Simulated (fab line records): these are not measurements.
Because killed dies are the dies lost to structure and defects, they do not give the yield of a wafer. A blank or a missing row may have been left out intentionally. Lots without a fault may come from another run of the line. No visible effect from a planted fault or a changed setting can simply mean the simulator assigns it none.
fab line records	flow n5-finfet
record: lots: 10	wafers: 30	last-day: 17
route steps=1938 shown WELL_APT@33 FIN_SAQP@98 BEOL_M4@1111 PASSIVATION@1936
lots with no fault: from the same line, run without faults
start-h: the number of hours between the record's first day and the start of the first shown wafer of the lot	wait-h: hours elapsed since this lot's preceding step	" same as the row above	L1.1+2: a single row standing in for several wafers	- either no value or no given start	* or withheld: withheld	< > ~ a bound
route shown NAME@n: a module of which the file shows steps, and the number in the route of the first	usual: the fault-free wafers' mean and standard deviation	same: alike in all rows	chamber/n: place in a boat	sites: the reading at each site	_std_site: how widely they spread, as a standard deviation	_edge_site: mean of outer sites minus mean of inner sites	radius-mm: for every site, how far away it sits from the centre of the wafer	mask NAME#n: copy n	behind: the most recent tool/chamber to have shaped the wafer	hold: cause of the lot's hold/its duration in hours/its outcome	device: whichever transistor did not switch (one of n, p or np)	end of line: the route-end tests of the same wafers	a step given without rows: its recipe and nothing more	killed: the dies lost at the first sort to structure and to defects; this is not the yield of the wafer	map: dies across one wafer; x = killed, . = not, _ = none there
set.NAME: the setting that was run; set.NAME@STEP: the one run at that earlier step	model.NAME: the simulator's own value behind a step, which no gauge read
a sample of lots followed through the steps of the route, with each step as a table and each wafer as a row
services: the hour from which a tool's chamber was out of use, counted from the record's first day as start-h (under 0 if before that day), plus the number of hours and why
== steps ==
step: N5_WELL_APT_IMPLANT_15
recipe: species: As	energy-kev: 25	dose-cm2: 1.5e+13	tilt-deg: 0	rotation-deg: 0
usual: dose-ions-cm2: 1.5e+13/1.7e+10	faraday-current-uA: 190/3.9
lot.wafer	tool	chamber	start-h	wait-h	dose-ions-cm2	faraday-current-uA
L927.1	implanter-01	0	50.23	0.1	1.4989e+13	184
L927.2	"	0	"	"	1.5004e+13	190
L927.6	"	0	"	"	1.5014e+13	187
L930.1	implanter-02	0	68.68	0.1	1.5015e+13	189
L930.3	"	0	"	"	1.5052e+13	191
L930.5	"	0	"	"	1.5028e+13	196
L933.2	implanter-02	0	86.56	0.1	1.501e+13	191
L933.4	"	0	"	"	1.4989e+13	194
L933.6	"	0	"	"	1.5005e+13	192
L935.3	implanter-02	0	98.02	0.1	1.492e+12	20
L935.4	"	0	"	"	1.473e+12	19
L935.5	"	0	"	"	1.489e+12	19
L936.1	implanter-02	0	104.08	0.1	1.509e+12	19
L936.3	"	0	"	"	1.508e+12	19
L936.4	"	0	"	"	1.483e+12	19
L937.1	implanter-02	0	110.28	0.1	1.508e+12	18
L937.2	"	0	"	"	1.531e+12	19
L937.3	"	0	"	"	1.503e+12	19
L939.1	implanter-02	0	122.25	0.1	1.471e+12	20
L939.4	"	0	"	"	1.503e+12	20
L939.5	"	0	"	"	1.5e+12	19
L941.2	implanter-01	0	134.20	0.1	1.5011e+13	192
L941.3	"	0	"	"	1.4998e+13	191
L941.5	"	0	"	"	1.503e+13	191
L942.2	implanter-01	0	140.42	0.1	1.5026e+13	193
L942.4	"	0	"	"	1.4985e+13	187
L942.6	"	0	"	"	1.5011e+13	197
L944.1	implanter-01	0	152.07	0.1	1.5006e+13	189
L944.2	"	0	"	"	1.4993e+13	197
L944.4	"	0	"	"	1.5008e+13	185
step: N5_WELL_APT_EPI_41
recipe: material: Si	target-thk-a: 500	temp-c: 650	precursor: SiH4/H2	pressure-torr: 20	time-s: 297.7
usual: throttle-valve-pct: 11.36/0.17
same: time-s: 297.7
lot.wafer	tool	chamber	start-h	wait-h	throttle-valve-pct
L927.1	epi-rpcvd-03	0	53.17	0.0	11.58
L927.2	"	0	"	"	11.43
L927.6	"	0	"	"	11.72
L930.1	epi-rpcvd-03	0	71.14	0.0	11.42
L930.3	"	0	"	"	11.38
L930.5	"	0	"	"	11.48
L933.2	epi-rpcvd-03	0	88.61	0.1	11.30
L933.4	"	0	"	"	11.43
L933.6	"	0	"	"	11.31
L935.3	epi-rpcvd-01	0	100.21	0.4	11.28
L935.4	"	0	"	"	11.27
L935.5	"	0	"	"	11.30
L936.1	epi-rpcvd-04	0	106.27	0.0	11.51
L936.3	"	0	"	"	11.55
L936.4	"	0	"	"	11.62
L937.1	epi-rpcvd-04	0	112.43	0.0	11.44
L937.2	"	0	"	"	11.25
L937.3	"	0	"	"	11.43
L939.1	epi-rpcvd-01	0	124.36	0.0	11.37
L939.4	"	0	"	"	11.18
L939.5	"	0	"	"	11.42
L941.2	epi-rpcvd-03	0	137.40	1.0	11.30
L941.3	"	0	"	"	11.25
L941.5	"	0	"	"	11.56
L942.2	epi-rpcvd-03	0	142.65	0.2	11.27
L942.4	"	0	"	"	11.69
L942.6	"	0	"	"	11.14
L944.1	epi-rpcvd-01	0	153.93	0.0	11.30
L944.2	"	0	"	"	11.33
L944.4	"	0	"	"	11.11
step: N5_FIN_SAQP_PECVD_47
recipe: material: a-Si	target-thk-a: 450	temp-c: 400	precursor: SiH4/He	pressure-torr: 3	rf-w: 100	time-s: 36.3
usual: heater-power-w: 750/78	rf-fwd-power-W: 99.1/0.49	showerhead-plenum-p-Torr: 5.67/0.041	throttle-valve-pct: 18.4/0.81
same: time-s: 36.3
lot.wafer	tool	chamber	start-h	wait-h	heater-power-w	rf-fwd-power-W	showerhead-plenum-p-Torr	since-wet-clean-h	throttle-valve-pct
L927.1	pecvd-04	2	59.03	0.0	642	98.5	5.68	2032	19.5
L927.2	"	1	"	"	763	99.3	5.63	1307	19.3
L927.6	"	0	"	"	870	99.4	5.62	-	17.6
L930.1	pecvd-01	0	76.59	0.0	660	99.9	5.68	1143	18.2
L930.3	"	1	"	"	669	99.1	5.68	1868	18.4
L930.5	"	1	"	"	672	100.0	5.68	-	18.3
L933.2	pecvd-01	1	93.85	0.0	711	99.6	5.66	1885	18.2
L933.4	"	1	"	"	712	100.1	5.68	-	18.0
L933.6	"	0	"	"	684	99.6	5.68	-	18.1
L935.3	pecvd-04	2	106.01	0.0	662	98.1	5.69	2079	19.2
L935.4	"	1	"	"	751	99.2	5.64	-	19.3
L935.5	"	0	"	"	901	99.4	5.64	-	17.7
L936.1	pecvd-01	0	110.98	0.0	746	99.3	5.68	1177	18.2
L936.3	"	2	"	"	616	99.7	5.70	423	18.0
L936.4	"	1	"	"	705	99.2	5.67	-	18.1
L937.1	pecvd-01	1	118.18	0.0	682	98.9	5.68	1910	18.4
L937.2	"	2	"	"	663	99.1	5.71	431	18.0
L937.3	"	0	"	"	756	99.4	5.67	1185	18.3
L939.1	pecvd-02	1	130.56	0.0	887	98.7	5.72	1559	18.5
L939.4	"	0	"	"	814	99.5	5.56	-	18.7
L939.5	"	1	"	"	739	99.0	5.71	-	18.8
L941.2	pecvd-04	2	143.24	0.0	752	98.2	5.70	2116	19.6
L941.3	"	1	"	"	696	98.8	5.64	-	19.2
L941.5	"	2	"	"	762	98.1	5.68	-	19.6
L942.2	pecvd-01	2	147.48	0.0	681	99.3	5.70	460	18.1
L942.4	"	2	"	"	650	99.0	5.72	-	18.2
L942.6	"	1	"	"	706	99.3	5.68	-	18.4
L944.1	pecvd-01	0	159.57	0.0	745	98.9	5.66	1226	18.0
L944.2	"	2	"	"	670	99.4	5.71	472	17.8
L944.4	"	0	"	"	746	99.0	5.68	-	18.2
step: N5_FIN_SAQP_PECVD_06
recipe: material: a-Si	target-thk-a: 600	temp-c: 400	precursor: SiH4/He	pressure-torr: 3	rf-w: 100	time-s: 48.1
usual: heater-power-w: 738/80	rf-fwd-power-W: 99.3/0.46	showerhead-plenum-p-Torr: 5.67/0.04	throttle-valve-pct: 18.4/0.83
same: time-s: 48.1
lot.wafer	tool	chamber	start-h	wait-h	heater-power-w	rf-fwd-power-W	showerhead-plenum-p-Torr	since-wet-clean-h	throttle-valve-pct
L927.1	pecvd-04	2	59.11	0.0	770	98.6	5.68	2032	19.5
L927.2	"	1	"	"	721	99.4	5.65	1307	19.2
L927.6	"	0	"	"	852	99.2	5.63	-	17.3
L930.1	pecvd-01	0	76.68	0.0	661	99.5	5.69	1143	18.1
L930.3	"	1	"	"	649	99.8	5.69	1868	18.2
L930.5	"	1	"	"	671	99.7	5.69	-	18.3
L933.2	pecvd-01	1	93.94	0.0	701	99.8	5.66	1885	18.3
L933.4	"	1	"	"	697	99.7	5.67	-	18.1
L933.6	"	0	"	"	676	99.9	5.68	-	18.2
L935.3	pecvd-04	2	106.09	0.0	721	99.0	5.68	2079	19.5
L935.4	"	1	"	"	764	99.5	5.63	-	19.3
L935.5	"	0	"	"	880	99.6	5.65	-	17.4
L936.1	pecvd-01	0	111.06	0.0	650	99.5	5.68	1177	18.1
L936.3	"	2	"	"	616	99.1	5.71	423	17.8
L936.4	"	1	"	"	683	98.9	5.67	-	18.0
L937.1	pecvd-01	1	118.26	0.0	598	100.3	5.65	1910	18.4
L937.2	"	2	"	"	675	99.5	5.70	431	18.1
L937.3	"	0	"	"	687	99.6	5.68	1185	18.3
L939.1	pecvd-02	1	130.64	0.0	732	98.8	5.71	1560	18.8
L939.4	"	0	"	"	736	99.5	5.57	-	18.7
L939.5	"	1	"	"	755	98.9	5.72	-	18.8
L941.2	pecvd-04	2	143.36	0.0	710	98.9	5.68	2116	19.5
L941.3	"	1	"	"	746	99.4	5.65	-	19.3
L941.5	"	2	"	"	710	98.8	5.69	-	19.5
L942.2	pecvd-01	2	147.56	0.0	606	99.3	5.72	460	17.9
L942.4	"	2	"	"	612	99.4	5.71	-	18.0
L942.6	"	1	"	"	603	99.5	5.67	-	18.3
L944.1	pecvd-01	0	159.69	0.0	702	99.8	5.69	1226	18.0
L944.2	"	2	"	"	593	99.6	5.69	472	17.9
L944.4	"	0	"	"	687	99.4	5.68	-	18.4
step: N5_BEOL_M4_RC_MEAS_101
usual: CJ_P: 5.83/0.094	DIBL_N: 36.3/1.2	DIBL_P: 36.7/1.5	IOFF_N: 0.164/0.02	IOFF_P: 0.214/0.024	IOFF_P_85C: 3.7/0.34	IOFF_P_LIN: 0.101/0.009	ION_N: 673/8.5	ION_P: 461/5.9	SS_N: 71.6/0.44	SS_P: 73.3/0.55	VT_N: 249.4/2.4	VT_P: -250.0/2.3
lot.wafer	tool	chamber	start-h	wait-h	CJ_P	DIBL_N[mV/V]	DIBL_P[mV/V]	IOFF_N[nA/um]	IOFF_P[nA/um]	IOFF_P_85C[nA/um]	IOFF_P_LIN[nA/um]	ION_N[uA/um]	ION_P[uA/um]	SS_N[mV/dec]	SS_P[mV/dec]	VT_N[mV]	VT_P[mV]
L927.1	prober-01	0	203.66	0.0	5.93	36.4	36.7	0.144	0.225	3.9	0.106	652	459	70.8	73.0	252.7	-248.0
L927.2	"	0	"	"	5.90	33.3	33.2	0.112	0.173	3.1	0.089	676	465	70.8	71.9	254.2	-249.8
L927.6	"	0	"	"	5.74	35.5	35.5	0.134	0.205	3.6	0.100	669	464	71.2	72.8	252.9	-250.0
L930.1	prober-01	0	232.24	0.0	5.90	36.3	37.8	0.171	0.235	4.0	0.109	689	472	71.7	73.8	245.1	-249.2
L930.3	"	0	"	"	5.92	36.8	38.2	0.169	0.243	4.1	0.112	678	466	71.7	72.6	248.6	-249.1
L930.5	"	0	"	"	5.88	36.5	37.6	0.159	0.227	3.8	0.105	676	464	71.7	73.7	250.6	-249.4
L933.2	prober-02	0	247.90	0.2	5.76	37.8	36.6	0.164	0.201	3.6	0.096	673	456	71.4	73.5	248.8	-251.1
L933.4	"	0	"	"	5.80	36.2	35.0	0.148	0.183	3.3	0.091	663	451	71.5	73.3	250.9	-253.0
L933.6	"	0	"	"	5.66	37.2	35.5	0.161	0.202	3.6	0.097	663	451	72.0	73.1	250.2	-249.0
L937.1	prober-02	0	269.18	0.0	1.78	36.0	45.8	0.159	0.681	10.0	0.168	679	478	72.1	79.8	249.3	-243.6
L937.2	"	0	"	"	1.81	34.2	42.1	0.129	0.519	8.0	0.145	669	474	71.5	78.7	251.4	-244.0
L937.3	"	0	"	"	1.83	35.2	48.9	0.141	0.971	13.6	0.174	663	471	71.1	84.2	250.4	-246.0
L939.1	prober-01	0	280.96	0.0	1.92	33.7	51.7	0.131	1.143	15.2	0.169	664	473	71.2	86.5	252.4	-246.8
L939.4	"	0	"	"	1.91	32.4	45.9	0.114	0.680	9.9	0.138	662	468	71.1	82.0	254.5	-248.8
L939.5	"	0	"	"	1.92	34.8	51.4	0.151	1.106	14.6	0.175	660	468	70.9	85.8	249.7	-244.5
L941.2	prober-02	0	286.32	0.2	5.77	38.6	37.3	0.201	0.240	4.0	0.112	679	465	71.2	73.5	245.6	-246.5
L941.3	"	0	"	"	5.85	36.9	36.2	0.162	0.213	3.7	0.102	664	454	70.9	73.0	249.2	-248.0
L941.5	"	0	"	"	5.68	39.0	37.4	0.196	0.229	3.9	0.107	666	460	71.8	73.7	246.6	-249.1
L942.2	prober-01	0	300.19	0.2	5.90	36.0	36.4	0.163	0.219	3.8	0.104	675	461	71.3	73.2	246.9	-248.3
L942.4	"	0	"	"	5.86	37.5	38.9	0.194	0.256	4.2	0.114	671	460	71.9	73.7	245.0	-248.7
L942.6	"	0	"	"	5.89	36.9	38.2	0.180	0.244	4.1	0.112	674	465	71.4	73.9	247.3	-248.9
L944.1	prober-02	0	307.18	0.0	5.79	36.3	38.1	0.159	0.214	3.7	0.102	680	465	71.2	73.8	251.0	-251.5
L944.2	"	0	"	"	5.90	36.1	38.3	0.160	0.214	3.7	0.102	672	465	71.2	73.3	251.5	-250.7
L944.4	"	0	"	"	5.93	38.6	40.1	0.200	0.258	4.4	0.116	682	469	72.3	74.7	247.2	-249.7
step: N5_PASSIVATION_PROBE_49
usual: defect-limited-yield: 91.2/1.5	killed_at_M0_to_M3: 35/11	killed_at_M4_up: 13/5.6	killed-at-contacts: 13/6.3	killed-at-front-end: 38/12	killed-at-other: 3.7/2.9	killed-dies: 104/18	killed-open: 69/13	killed-short: 34/8.3	sort_bin_4_leakage: 0/0	sort_bin_5_function: 5.2/0.95	sort_bin_6_memory: 3.3/0.68	sort-n-pass: 1076/18	sort-yield-pct: 91.2/1.5
same: gross-dies: 1180	killed-at-back-side: 0	sort_bin_8_speed[%]: 0
lot.wafer	tool	chamber	start-h	wait-h	defect-limited-yield[%]	killed_at_M0_to_M3	killed_at_M4_up	killed-at-contacts	killed-at-front-end	killed-at-other	killed-dies	killed-open	killed-short	sort_bin_4_leakage[%]	sort_bin_5_function[%]	sort_bin_6_memory[%]	sort-n-pass	sort-yield-pct[%]
L930.1	prober-01	-	338.14	0.2	91.7	32	12	11	43	0	98	68	30	0	4.7	3.4	1082	91.7
L930.3	prober-01	-	338.24	0.3	90.9	53	1	10	41	2	107	79	27	0	5.2	3.7	1073	90.9
L930.5	prober-01	-	338.34	0.4	92.0	33	4	9	46	2	94	56	37	0	4.1	3.6	1086	92.0
L933.2	prober-01	-	349.91	0.1	93.1	34	12	0	33	2	81	57	23	0	4.4	1.9	1099	93.1
L933.4	prober-01	-	350.01	0.2	87.1	42	20	12	76	2	152	107	42	0	7.8	5.0	1028	87.1
L933.6	prober-01	-	350.11	0.3	88.7	52	24	15	39	3	133	85	48	0	6.6	4.2	1047	88.7
L937.1	prober-01	-	378.64	0.0	90.3	37	13	16	47	2	115	86	28	54.49	5.3	4.3	422	35.8
L937.2	prober-01	-	378.69	0.1	92.5	21	7	20	37	3	88	59	29	12.54	4.7	2.5	944	80.0
L937.3	prober-01	-	378.74	0.1	91.4	39	5	30	25	2	101	75	25	90.51	4.2	4.0	11	0.9
L939.1	prober-02	-	394.17	0.0	91.3	35	19	18	23	8	103	66	35	91.27	5.1	3.4	0	0
L939.4	prober-02	-	394.32	0.2	90.4	42	23	24	21	3	113	76	36	54.07	5.8	3.4	429	36.4
L939.5	prober-02	-	394.37	0.2	88.5	54	24	25	32	1	136	95	40	88.39	7.1	4.2	1	0.1
L942.2	prober-01	-	409.89	0.1	89.3	46	11	18	49	2	126	90	32	0	6.4	3.6	1054	89.3
L942.4	prober-01	-	409.99	0.2	91.1	37	12	13	37	6	105	68	33	0	5.6	3.2	1075	91.1
L942.6	prober-01	-	410.09	0.3	91.7	25	14	14	43	2	98	66	30	0	4.7	3.0	1082	91.7
killed by level:class
L930.1 STI_FIN_REVEAL:geometric-particle:open=10 MOL_CONTACT_COAG:geometric-particle:open=10 BEOL_M1:geometric-particle:open=9 GATE_CUT:geometric-particle:open=8 GATE_CUT:geometric-particle:short=7 BEOL_M2:geometric-particle:open=7 BEOL_M0_SAQP:geometric-particle:short=6 BEOL_M7:geometric-particle:open=4
L930.3 STI_FIN_REVEAL:geometric-particle:open=16 BEOL_M0_SAQP:geometric-particle:open=13 BEOL_M2:geometric-particle:open=12 BEOL_M0_SAQP:geometric-particle:short=9 BEOL_M1:geometric-particle:open=8 FIN_SAQP:geometric-particle:open=7 MOL_CONTACT_COAG:geometric-particle:open=6 BEOL_M3:geometric-particle:open=6
L930.5 STI_FIN_REVEAL:geometric-particle:open=10 FIN_SAQP:geometric-particle:open=9 FIN_SAQP:geometric-particle:short=9 BEOL_M2:geometric-particle:open=8 STI_FIN_REVEAL:geometric-particle:short=5 BEOL_M0:geometric-particle:open=5 MOL_CONTACT_COAG:geometric-particle:open=5 BEOL_M1:geometric-particle:open=5
L933.2 BEOL_M0_SAQP:geometric-particle:open=15 FIN_SAQP:geometric-particle:open=8 FIN_SAQP:geometric-particle:short=5 BEOL_M2:geometric-particle:open=5 GATE_CUT:geometric-particle:short=4 BEOL_M0_SAQP:geometric-particle:short=4 DUMMY_GATE:geometric-particle:open=3 BEOL_M0:geometric-particle:open=3
L933.4 FIN_SAQP:geometric-particle:open=32 FIN_SAQP:geometric-particle:short=21 BEOL_M0_SAQP:geometric-particle:open=15 MOL_CONTACT_COAG:geometric-particle:open=11 BEOL_M0_SAQP:geometric-particle:short=9 BEOL_M4:geometric-particle:open=8 GATE_CUT:geometric-particle:open=7 STI_FIN_REVEAL:geometric-particle:open=6
L933.6 MOL_CONTACT_COAG:geometric-particle:open=12 BEOL_M0_SAQP:geometric-particle:short=11 BEOL_M0_SAQP:geometric-particle:open=11 BEOL_M4:geometric-particle:open=11 BEOL_M1:geometric-particle:open=8 BEOL_M2:geometric-particle:open=7 BEOL_M3:geometric-particle:open=7 STI_FIN_REVEAL:geometric-particle:open=5
L937.1 FIN_SAQP:geometric-particle:open=20 BEOL_M3:geometric-particle:open=13 MOL_CONTACT_COAG:geometric-particle:open=13 BEOL_M4:geometric-particle:open=9 BEOL_M0_SAQP:geometric-particle:open=8 BEOL_M2:geometric-particle:open=6 FIN_SAQP:geometric-particle:short=5 ILD0:geometric-particle:short=5
L937.2 MOL_CONTACT_COAG:geometric-particle:open=17 FIN_SAQP:geometric-particle:open=9 BEOL_M2:geometric-particle:open=8 GATE_CUT:geometric-particle:short=7 BEOL_M4:geometric-particle:open=6 GATE_CUT:geometric-particle:open=4 MOL_CONTACT_COAG:geometric-particle:short=3 BEOL_M0_SAQP:geometric-particle:short=3
L937.3 MOL_CONTACT_COAG:geometric-particle:open=23 BEOL_M2:geometric-particle:open=9 MOL_CONTACT_COAG:geometric-particle:short=7 BEOL_M1:geometric-particle:open=7 BEOL_M3:geometric-particle:open=7 BEOL_M0_SAQP:geometric-particle:open=6 STI_FIN_REVEAL:geometric-particle:open=5 BEOL_M0_SAQP:geometric-particle:short=5
L939.1 MOL_CONTACT_COAG:geometric-particle:open=14 BEOL_M4:geometric-particle:open=11 BEOL_M0_SAQP:geometric-particle:open=10 BEOL_M0_SAQP:geometric-particle:short=10 BEOL_M2:geometric-particle:open=6 STI_FIN_REVEAL:geometric-particle:open=4 MOL_CONTACT_COAG:geometric-particle:short=4 PASS1_CAP:geometric-particle:open=4
L939.4 MOL_CONTACT_COAG:geometric-particle:open=17 BEOL_M0_SAQP:geometric-particle:open=10 BEOL_M4:geometric-particle:open=10 STI_FIN_REVEAL:geometric-particle:open=9 BEOL_M0_SAQP:geometric-particle:short=9 MOL_CONTACT_COAG:geometric-particle:short=7 BEOL_M2:geometric-particle:open=7 BEOL_M3:geometric-particle:open=6
L939.5 MOL_CONTACT_COAG:geometric-particle:open=22 BEOL_M0_SAQP:geometric-particle:short=17 BEOL_M4:geometric-particle:open=16 BEOL_M0_SAQP:geometric-particle:open=13 STI_FIN_REVEAL:geometric-particle:open=11 BEOL_M3:geometric-particle:open=9 BEOL_M1:geometric-particle:open=6 GATE_CUT:geometric-particle:open=5
L942.2 MOL_CONTACT_COAG:geometric-particle:open=14 FIN_SAQP:geometric-particle:open=11 BEOL_M0_SAQP:geometric-particle:open=11 STI_FIN_REVEAL:geometric-particle:open=10 BEOL_M0:geometric-particle:open=7 BEOL_M2:geometric-particle:open=7 BEOL_M0_SAQP:geometric-particle:short=6 DUMMY_GATE:geometric-particle:open=5
L942.4 MOL_CONTACT_COAG:geometric-particle:open=12 FIN_SAQP:geometric-particle:open=9 BEOL_M0_SAQP:geometric-particle:open=9 FIN_SAQP:geometric-particle:short=8 BEOL_M3:geometric-particle:open=6 BEOL_M0_SAQP:geometric-particle:short=5 BEOL_M1:geometric-particle:open=5 STI_FIN_REVEAL:geometric-particle:open=4
L942.6 FIN_SAQP:geometric-particle:open=11 FIN_SAQP:geometric-particle:short=9 MOL_CONTACT_COAG:geometric-particle:open=9 STI_FIN_REVEAL:geometric-particle:open=8 BEOL_M1:geometric-particle:open=7 BEOL_M3:geometric-particle:open=6 GATE_CUT:geometric-particle:short=5 MOL_CONTACT_COAG:geometric-particle:short=5
== services ==
tool	chamber	start-h	hours	kind
epi-rpcvd-04	-	27.15	1.2	repair
implanter-02	-	35.86	2.1	repair
implanter-02	-	46.58	6.0	pm
pecvd-02	0	50.25	3.6	repair
implanter-01	-	53.83	6.5	repair
pecvd-04	-	56.13	2.8	pm
implanter-01	-	85.67	20.5	pm
pecvd-02	0	92.22	3.7	repair
pecvd-04	-	112.14	0.4	repair
implanter-02	-	117.39	4.2	repair
epi-rpcvd-01	-	130.43	14.6	pm
pecvd-02	1	133.74	5.5	scheduled-down
pecvd-04	0	140.44	5.5	scheduled-down
pecvd-04	-	140.80	0.6	repair
implanter-02	-	147.97	2.7	repair
pecvd-01	1	157.75	2.1	scheduled-down
== key ==
first-sign: step: N5_WELL_APT_IMPLANT_15	reading: dose-ions-cm2	direction: down	sigmas: 99+	usual: 1.5e+13	struck: 1.497e+12
effect: step: N5_WELL_APT_IMPLANT_15	reading: faraday-current-uA	direction: down	sigmas: 44	usual: 190	struck: 19
effect: step: N5_BEOL_M4_RC_MEAS_101	reading: CJ_P	direction: down	sigmas: 42	usual: 5.83	struck: 1.86
effect: step: N5_BEOL_M4_RC_MEAS_101	reading: IOFF_P	direction: up	sigmas: 27	usual: 0.214	struck: 0.850
effect: step: N5_BEOL_M4_RC_MEAS_101	reading: IOFF_P_85C	direction: up	sigmas: 24	usual: 3.7	struck: 11.9
effect: step: N5_BEOL_M4_RC_MEAS_101	reading: SS_P	direction: up	sigmas: 17	usual: 73.3	struck: 82.8
effect: step: N5_BEOL_M4_RC_MEAS_101	reading: DIBL_P	direction: up	sigmas: 7.4	usual: 36.7	struck: 47.6
effect: step: N5_BEOL_M4_RC_MEAS_101	reading: IOFF_P_LIN	direction: up	sigmas: 6.7	usual: 0.101	struck: 0.161
effect: step: N5_BEOL_M4_RC_MEAS_101	reading: VT_P	direction: up	sigmas: 1.9	usual: -250.0	struck: -245.6	wafers-moved: 5
effect: step: N5_BEOL_M4_RC_MEAS_101	reading: ION_P	direction: up	sigmas: 1.9	usual: 461	struck: 472
effect: step: N5_PASSIVATION_PROBE_49	reading: sort_bin_4_leakage	direction: up	sigmas: 99+	usual: 0	struck: 65.21
met-at N5_WELL_APT_IMPLANT_15
struck-lots L935,L936,L937,L939
rows-end L935.3,L935.4,L935.5,L936.1,L936.3,L936.4
not-acting-at N5_WELL_APT_EPI_41,N5_FIN_SAQP_PECVD_47,N5_FIN_SAQP_PECVD_06
onset-between 86.56 98.02
fault: kind: process-parameter-drift	tool: implanter-02	chamber: -	onset-h: 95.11	steps: N5_WELL_APT_IMPLANT_15	channel: dose-cm2	offset: -1.35e+13	shape: step	acts-in: these-recipes-only	stated: 1.5e+13
rows-end: these wafers met a further fault down the route, and their rows from its step on are left out
